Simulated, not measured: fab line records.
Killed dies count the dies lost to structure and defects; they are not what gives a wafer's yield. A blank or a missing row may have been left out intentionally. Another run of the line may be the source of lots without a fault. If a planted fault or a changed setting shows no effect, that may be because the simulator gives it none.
Chamber matching / flow n5-finfet / rie-diel-04 running N5_PASSIVATION_PASS_ETCH_74: 4 sister chambers
The step etches SiNx in CF4/O2, target depth 220 nm, time 110 s. 15 wafers are shown with their chamber, then 7 later ones without.

## WAFERS PAIRED WITH THEIR CHAMBERS
wafer=L992.2; chamber=2; drypump-motor-current-A (A)=6.4; rf-vpp-V (V)=236; showerhead-plenum-p-Torr (Torr)=2.12
wafer=L992.3; chamber=0; drypump-motor-current-A (A)=6.5; rf-vpp-V (V)=249; showerhead-plenum-p-Torr (Torr)=2.25
wafer=L992.6; chamber=2; drypump-motor-current-A (A)=6.5; rf-vpp-V (V)=236; showerhead-plenum-p-Torr (Torr)=2.12
wafer=L993.1; chamber=1; drypump-motor-current-A (A)=5.6; rf-vpp-V (V)=229; showerhead-plenum-p-Torr (Torr)=2.21
wafer=L993.3; chamber=3; drypump-motor-current-A (A)=5.4; rf-vpp-V (V)=244; showerhead-plenum-p-Torr (Torr)=2.25
wafer=L996.1; chamber=2; drypump-motor-current-A (A)=6.5; rf-vpp-V (V)=236; showerhead-plenum-p-Torr (Torr)=2.12
wafer=L996.5; chamber=1; drypump-motor-current-A (A)=5.6; rf-vpp-V (V)=229; showerhead-plenum-p-Torr (Torr)=2.20
wafer=L996.6; chamber=0; drypump-motor-current-A (A)=6.5; rf-vpp-V (V)=248; showerhead-plenum-p-Torr (Torr)=2.25
wafer=L999.1; chamber=3; drypump-motor-current-A (A)=5.4; rf-vpp-V (V)=244; showerhead-plenum-p-Torr (Torr)=2.25
wafer=L999.3; chamber=1; drypump-motor-current-A (A)=5.6; rf-vpp-V (V)=230; showerhead-plenum-p-Torr (Torr)=2.20
wafer=L105.1; chamber=0; drypump-motor-current-A (A)=6.5; rf-vpp-V (V)=249; showerhead-plenum-p-Torr (Torr)=2.24
wafer=L105.5; chamber=2; drypump-motor-current-A (A)=6.5; rf-vpp-V (V)=235; showerhead-plenum-p-Torr (Torr)=2.12
wafer=L105.6; chamber=1; drypump-motor-current-A (A)=5.6; rf-vpp-V (V)=230; showerhead-plenum-p-Torr (Torr)=2.20
wafer=L108.1; chamber=1; drypump-motor-current-A (A)=5.6; rf-vpp-V (V)=229; showerhead-plenum-p-Torr (Torr)=2.20
wafer=L108.2; chamber=2; drypump-motor-current-A (A)=6.4; rf-vpp-V (V)=236; showerhead-plenum-p-Torr (Torr)=2.11

SIGNATURES, as means of the wafers listed above
reading=drypump-motor-current-A; chamber 0=6.500; chamber 1=5.600; chamber 2=6.460; chamber 3=5.400; scatter within a chamber=0.033
reading=rf-vpp-V; chamber 0=248.67; chamber 1=229.40; chamber 2=235.80; chamber 3=244.00; scatter within a chamber=0.492
reading=showerhead-plenum-p-Torr; chamber 0=2.2467; chamber 1=2.2020; chamber 2=2.1180; chamber 3=2.2500; scatter within a chamber=0.00454
Rule: distance of a wafer from a chamber = root of the sum over the readings of ((wafer's reading minus chamber's mean) / reading's scatter) squared. The wafer belongs to the nearest chamber; if the next one is less than 2 further off, it can't be placed. The scatter is the square root of a quotient: the sum, over the shown wafers, of each reading's squared deviation from its chamber's mean, divided by wafers minus chambers.

## WAFERS WITH NO CHAMBER GIVEN
wafer=L108.4; drypump-motor-current-A (A)=6.5; rf-vpp-V (V)=248; showerhead-plenum-p-Torr (Torr)=2.24
wafer=L112.4; drypump-motor-current-A (A)=6.5; rf-vpp-V (V)=249; showerhead-plenum-p-Torr (Torr)=2.24
wafer=L112.5; drypump-motor-current-A (A)=5.4; rf-vpp-V (V)=244; showerhead-plenum-p-Torr (Torr)=2.24
wafer=L112.6; drypump-motor-current-A (A)=6.5; rf-vpp-V (V)=248; showerhead-plenum-p-Torr (Torr)=2.24
wafer=L114.1; drypump-motor-current-A (A)=5.6; rf-vpp-V (V)=228; showerhead-plenum-p-Torr (Torr)=2.19
wafer=L114.3; drypump-motor-current-A (A)=6.5; rf-vpp-V (V)=236; showerhead-plenum-p-Torr (Torr)=2.11
wafer=L114.4; drypump-motor-current-A (A)=6.5; rf-vpp-V (V)=250; showerhead-plenum-p-Torr (Torr)=2.24

## WHICH CHAMBER EACH ONE RAN IN
wafer=L108.4; from the rows above=0; in truth=0
wafer=L112.4; from the rows above=0; in truth=0
wafer=L112.5; from the rows above=3; in truth=3
wafer=L112.6; from the rows above=0; in truth=0
wafer=L114.1; from the rows above=1; in truth=1
wafer=L114.3; from the rows above=2; in truth=2
wafer=L114.4; from the rows above=0; in truth=0
Correctly placed: 7 of 7. Number that these rows cannot place: 0. Number placed wrongly: 0.
